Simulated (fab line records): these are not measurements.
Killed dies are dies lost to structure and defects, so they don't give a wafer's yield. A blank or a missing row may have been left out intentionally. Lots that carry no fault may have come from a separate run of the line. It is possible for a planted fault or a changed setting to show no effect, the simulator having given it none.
Chamber matching    flow n5-finfet    pecvd-02 running N5_BEOL_M5_PECVD_70: 3 sister chambers
The step deposits SiO2 from TEOS/O2, target thk 16 nm, time 18 s. 3 wafers are shown with their chamber, then 10 later ones without.

== WAFERS, EACH WITH ITS CHAMBER ==
wafer   chamber  throttle-valve-pct (%)
L089.2  2        22.8
L088.1  0        23.2
L088.3  1        21.1

== WAFERS MISSING THEIR CHAMBER ==
wafer   throttle-valve-pct (%)
L088.6  21.1
L091.1  21.1
L091.2  23.4
L091.6  23.0
L094.1  22.9
L094.2  23.1
L094.5  23.0
L095.2  21.2
L095.5  23.0
L095.6  22.9

== CHAMBER TAKEN BY EACH ==
wafer   from the rows above      in truth
L088.6  1                        1
L091.1  1                        1
L091.2  0                        0
L091.6  can't be placed: 0 or 2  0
L094.1  can't be placed: 2 or 0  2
L094.2  can't be placed: 0 or 2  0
L094.5  can't be placed: 0 or 2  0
L095.2  1                        1
L095.5  can't be placed: 0 or 2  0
L095.6  can't be placed: 2 or 0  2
Correctly placed: 4 of 10. Not placeable from these rows: 6 (in 6, the candidates include the true chamber). Placed wrongly: 0.
How it was worked out, from the rows above alone: a wafer's distance from a chamber is the root of the sum, over the readings, of the square of ((its reading less the chamber's mean) divided by the reading's scatter). The wafer belongs to the nearest chamber; if the next one is less than 2 further off, it can't be placed. The mean given for a chamber averages the wafers shown for that chamber. The scatter (one wafer shown for each chamber): square how far every hidden wafer sits from the nearest shown wafer, average those squares and take the square root.
